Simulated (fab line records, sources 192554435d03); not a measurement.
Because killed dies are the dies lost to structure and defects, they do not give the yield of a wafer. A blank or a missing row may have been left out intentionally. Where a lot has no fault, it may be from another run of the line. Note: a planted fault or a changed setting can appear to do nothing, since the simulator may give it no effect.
The same fault as seen by 2 desks || flow n5Finfet || each desk has only its own numbers; what lay behind them comes last

== THE TOOL OWNER'S DESK: pecvd-01 ==
The tool's own readings at N5_BEOL_M0_SAQP_PECVD_03 (deposits SiCN from 3MS/NH3, target thk 12 nm, time 21.1 s): means of the sampled wafers that have a number, for each lot that ran on this tool. Marked OUT: a lot whose mean sits more than 4 standard deviations from the usual mean, which makes it out of limits; the brackets give that distance.
Columns: A = runLengthS at N5_BEOL_M0_SAQP_PECVD_03, usual 51.4 s; B = showerheadPlenumPTorr at N5_BEOL_M0_SAQP_PECVD_03, usual 3.669 Torr; C = throttleValvePct at N5_BEOL_M0_SAQP_PECVD_03, usual 9.1 %
{"lot": "L319", "first seen here": "day 6 05:05", "A": 51.4, "B": 3.654, "C": 9.5}
{"lot": "L328", "first seen here": "day 8 10:51", "A": "47.5 (-7.6) OUT", "B": 3.660, "C": 9.4}
This desk's finding: out of limits on L328; first on L328, day 8 10:51 (runLengthS at N5_BEOL_M0_SAQP_PECVD_03). L319: within limits.

== THE METROLOGY DESK ==
What the gauges read, lot by lot, whatever tool the lot ran on: means of the sampled wafers that have a number. Marked OUT: a lot whose mean sits more than 4 standard deviations from the usual mean, which makes it out of limits; the brackets give that distance. Shown here are 7 of its 11 readings, the ones lying furthest out on some lot.
Columns: A = cdNm at N5_MOL_CONTACT_COAG_CD_MEAS_101, usual 16.0 nm; B = IOFF_N at N5_BEOL_M4_RC_MEAS_101, usual 0.15 nA/um; C = IOFF_P at N5_BEOL_M4_RC_MEAS_101, usual 0.19 nA/um; D = ION_N at N5_BEOL_M4_RC_MEAS_101, usual 677 uA/um; E = ION_P at N5_BEOL_M4_RC_MEAS_101, usual 462 uA/um; F = VT_N at N5_BEOL_M4_RC_MEAS_101, usual 250 mV; G = VT_P at N5_BEOL_M4_RC_MEAS_101, usual -251 mV
{"lot": "L319", "first seen here": "day 5 23:22", "A": 16.3, "B": 0.13, "C": 0.16, "D": 675, "E": 455, "F": 250, "G": -256}
{"lot": "L328", "first seen here": "day 8 04:44", "A": 15.6, "B": 0.14, "C": 0.18, "D": 680, "E": 465, "F": 250, "G": -251}
{"lot": "L332", "first seen here": "day 9 04:04", "A": 16.1, "B": 0.17, "C": 0.21, "D": 674, "E": 466, "F": 250, "G": -252}
{"lot": "L334", "first seen here": "day 9 11:04", "A": 16.5, "B": 0.12, "C": 0.15, "D": 671, "E": 459, "F": 252, "G": -253}
{"lot": "L333", "first seen here": "day 9 11:13", "A": 15.2, "B": 0.17, "C": 0.22, "D": 670, "E": 464, "F": 250, "G": -248}
{"lot": "L337", "first seen here": "day 10 11:52", "A": 16.4, "B": 0.15, "C": 0.17, "D": 678, "E": 454, "F": 251, "G": -256}
{"lot": "L338", "first seen here": "day 10 11:59", "A": 16.3, "B": 0.23, "C": 0.26, "D": 706, "E": 479, "F": 244, "G": -246}
{"lot": "L340", "first seen here": "day 10 23:36", "A": 16.2, "B": 0.19, "C": 0.23, "D": 700, "E": 473, "F": 245, "G": -249}
{"lot": "L339", "first seen here": "day 10 23:55", "A": 16.2, "B": 0.14, "C": 0.22, "D": 679, "E": 471, "F": 252, "G": -245}
This desk's verdict: no lot among the 9 shows anything out of limits.

== PUT TOGETHER ==
At day 8 10:51, on L328, the tool owner's desk was in a position to raise an alarm.
The metrology desk saw nothing out of limits.
The metrology desk holds a record of L328, inside its limits.
On pecvd-01, each named lot ran N5_BEOL_M0_SAQP_PECVD_03.

== WHAT WAS PUT IN BY THE SIMULATOR ==
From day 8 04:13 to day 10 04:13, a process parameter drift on pecvd-01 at N5_BEOL_M0_SAQP_PECVD_03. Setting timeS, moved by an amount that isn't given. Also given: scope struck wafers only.
Shown lots that were struck: L328.
Time in hours from fault onset to the first out-of-limits reading at each desk: the tool owner's desk, 7.
